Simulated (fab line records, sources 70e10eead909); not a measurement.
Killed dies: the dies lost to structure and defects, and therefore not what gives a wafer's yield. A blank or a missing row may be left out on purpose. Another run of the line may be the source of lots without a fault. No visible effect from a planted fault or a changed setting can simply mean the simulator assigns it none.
Chamber matching / flow nand harc / 4 sister chambers for NHARC_P_M2_ETCH_35 on rie diel-05
The step etches the open film in N2/H2, target depth 40 nm, overetch 12 nm, time 43.94 s. 14 wafers are shown with their chamber, then 7 later ones without.

EACH WAFER AND ITS CHAMBER
wafer=L074.2; chamber=0; showerhead plenum p Torr (Torr)=1.92; rf vpp V (V)=428.3; oes product au (a.u.)=0.979
wafer=L074.3; chamber=3; showerhead plenum p Torr (Torr)=2.01; rf vpp V (V)=430.3; oes product au (a.u.)=1.008
wafer=L074.6; chamber=3; showerhead plenum p Torr (Torr)=2.00; rf vpp V (V)=429.0; oes product au (a.u.)=1.008
wafer=L078.2; chamber=1; showerhead plenum p Torr (Torr)=2.06; rf vpp V (V)=431.3; oes product au (a.u.)=0.982
wafer=L078.3; chamber=3; showerhead plenum p Torr (Torr)=2.00; rf vpp V (V)=428.5; oes product au (a.u.)=1.014
wafer=L078.6; chamber=2; showerhead plenum p Torr (Torr)=2.12; rf vpp V (V)=432.5; oes product au (a.u.)=0.985
wafer=L080.4; chamber=0; showerhead plenum p Torr (Torr)=1.92; rf vpp V (V)=427.7; oes product au (a.u.)=0.990
wafer=L080.5; chamber=1; showerhead plenum p Torr (Torr)=2.06; rf vpp V (V)=430.8; oes product au (a.u.)=0.976
wafer=L080.6; chamber=2; showerhead plenum p Torr (Torr)=2.11; rf vpp V (V)=432.1; oes product au (a.u.)=0.986
wafer=L081.1; chamber=2; showerhead plenum p Torr (Torr)=2.11; rf vpp V (V)=432.3; oes product au (a.u.)=1.012
wafer=L081.2; chamber=3; showerhead plenum p Torr (Torr)=2.00; rf vpp V (V)=429.2; oes product au (a.u.)=0.999
wafer=L081.6; chamber=1; showerhead plenum p Torr (Torr)=2.06; rf vpp V (V)=430.6; oes product au (a.u.)=0.980
wafer=L088.1; chamber=3; showerhead plenum p Torr (Torr)=2.00; rf vpp V (V)=428.9; oes product au (a.u.)=0.995
wafer=L088.3; chamber=0; showerhead plenum p Torr (Torr)=1.91; rf vpp V (V)=425.9; oes product au (a.u.)=1.008

SIGNATURES (averages over the wafers above)
reading=showerhead plenum p Torr; chamber 0=1.9167; chamber 1=2.0600; chamber 2=2.1133; chamber 3=2.0020; scatter within a chamber=0.00462
reading=rf vpp V; chamber 0=427.300; chamber 1=430.900; chamber 2=432.300; chamber 3=429.180; scatter within a chamber=0.727
reading=oes product au; chamber 0=0.99233; chamber 1=0.97933; chamber 2=0.99433; chamber 3=1.00480; scatter within a chamber=0.0107
Rule: distance of a wafer from a chamber = root of the sum over the readings of ((wafer's reading minus chamber's mean) / reading's scatter) squared. The wafer belongs to the nearest chamber; if the next one is less than 2 further off, it can't be placed. The scatter: the root of (the sum of the squares of (reading less its chamber's mean) over the shown wafers, divided by (wafers less chambers)).

WAFERS MISSING THEIR CHAMBER
wafer=L088.4; showerhead plenum p Torr (Torr)=2.06; rf vpp V (V)=432.4; oes product au (a.u.)=0.968
wafer=L087.3; showerhead plenum p Torr (Torr)=2.11; rf vpp V (V)=432.8; oes product au (a.u.)=0.998
wafer=L087.4; showerhead plenum p Torr (Torr)=2.06; rf vpp V (V)=431.7; oes product au (a.u.)=0.966
wafer=L087.5; showerhead plenum p Torr (Torr)=1.91; rf vpp V (V)=427.3; oes product au (a.u.)=1.007
wafer=L091.1; showerhead plenum p Torr (Torr)=2.06; rf vpp V (V)=432.2; oes product au (a.u.)=0.968
wafer=L091.4; showerhead plenum p Torr (Torr)=2.00; rf vpp V (V)=430.7; oes product au (a.u.)=0.998
wafer=L091.5; showerhead plenum p Torr (Torr)=1.91; rf vpp V (V)=427.2; oes product au (a.u.)=1.015

EACH ONE'S CHAMBER
wafer=L088.4; from the rows above=1; in truth=1
wafer=L087.3; from the rows above=2; in truth=2
wafer=L087.4; from the rows above=1; in truth=1
wafer=L087.5; from the rows above=0; in truth=0
wafer=L091.1; from the rows above=1; in truth=1
wafer=L091.4; from the rows above=3; in truth=3
wafer=L091.5; from the rows above=0; in truth=0
7 of 7 placed correctly. Not placeable from these rows: 0. 0 placed wrongly.
